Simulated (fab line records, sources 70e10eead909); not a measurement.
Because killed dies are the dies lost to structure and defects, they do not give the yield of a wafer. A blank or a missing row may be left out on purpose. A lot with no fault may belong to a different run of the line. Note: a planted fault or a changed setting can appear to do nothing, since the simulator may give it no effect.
A struck lot beside a sound one || flow nand harc || 13 out of 1302 route steps
Sound: these wafers, L223.1, L223.3, L223.5. Wafers L224.1, L224.3, L224.6 were the ones struck. The cause comes at the end.
Per side, at each step with rows, come the tool, then ch with its chambers, and then its first start. Under that, the readings that differ: sound wafers || struck wafers || difference of the means || sigmas: that difference in standard deviations of wafers without a fault.
alike: readings whose means differ by less than 2 such deviations, and words and numbers that are the same on both sides. not compared: withheld readings, readings that some wafer has no value for, bounds like >300 that may hide the same value, and numbers for which the record gives no deviation and whose values overlap.
Wherever a step has rows on one side only, a row that says differs or no value, or a row with sigmas, the two part there. Numbers that have no deviation but don't overlap get no sigmas and don't part them. A reading missing from all wafers of one side parts the sides only when that side holds two or more wafers.

NHARC_A_STAIRCASE_TRIM_226: chemistry O2, time 211.2 s.
  sound on rie diel-01 ch 0,1,2; struck on rie diel-12 ch 1,2
  alike: drypump motor current A, oes product au, rf vpp V, showerhead plenum p Torr, throttle valve pct
  not compared: rf hours counter h
then, 3 steps without rows for these wafers: NHARC_A_STAIRCASE_ETCH_227 (etches the open film in C4F8/O2, target depth 100 nm, time 40.5 s); NHARC_A_STAIRCASE_TRIM_229 (chemistry O2, time 211.2 s); NHARC_A_STAIRCASE_ETCH_230 (etches the open film in C4F8/O2, target depth 100 nm, time 40.5 s).
NHARC_A_STAIRCASE_TRIM_231: chemistry O2, time 211.2 s.
  sound on rie diel-13 ch 0,1; struck on rie diel-01 ch 1,3
  alike: drypump motor current A, oes product au, rf vpp V, showerhead plenum p Torr, throttle valve pct
  not compared: rf hours counter h
then, 1 step without rows for these wafers: NHARC_A_STAIRCASE_ETCH_232 (etches the open film in C4F8/O2, target depth 100 nm, time 40.5 s).
NHARC_A_STAIRCASE_TRIM_233: chemistry O2, time 211.2 s.
  sound on rie diel-13 ch 0,1; struck on rie diel-01 ch 1,2,3
  alike: drypump motor current A, oes product au, rf vpp V, showerhead plenum p Torr, throttle valve pct
  not compared: rf hours counter h
then, 1 step without rows for these wafers: NHARC_A_STAIRCASE_ETCH_234 (etches the open film in C4F8/O2, target depth 100 nm, time 40.5 s).
NHARC_A_STAIRCASE_TRIM_235: chemistry O2, time 211.2 s.
  sound on rie diel-13 ch 1,2,3; struck on rie diel-01 ch 0,2
  alike: drypump motor current A, oes product au, rf vpp V, showerhead plenum p Torr, throttle valve pct
  not compared: rf hours counter h
NHARC_A_STAIRCASE_ETCH_236: etches the open film in C4F8/O2, target depth 100 nm, time 40.5 s.
  sound on rie diel-13 ch 0,2,3; struck on rie diel-01 ch 0,1,3
  alike: oes product au, rf vpp V
  not compared: rf hours counter h
NHARC_A_STAIRCASE_STRIP_238: strips in O2.
  sound on plasma asher-01 ch 0,1, day 16 20:10; struck on plasma asher-02 ch 0,1, day 17 12:01
  no value came back on the struck wafers for drypump motor current A (A), heater power w (W); on the sound wafers drypump motor current A (A) reads 6.4 6.4 5.2
  not compared: rf hours counter h
then, 1 step without rows for these wafers: NHARC_A_STAIRCASE_STRIP_239 (strips in SPM, time 900 s).
NHARC_END_SORT_01:
  the record has rows for the sound wafers here (prober-02 ch 0, day 25 13:52) and none for the struck ones

== WHERE THEY PART ==
First at NHARC_A_STAIRCASE_STRIP_238; last, within this record, at NHARC_END_SORT_01.

WHY: what the simulator had put in
At NHARC_A_STAIRCASE_STRIP_238, the step was skipped entirely on plasma asher-02 from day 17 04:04 on. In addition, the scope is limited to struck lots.
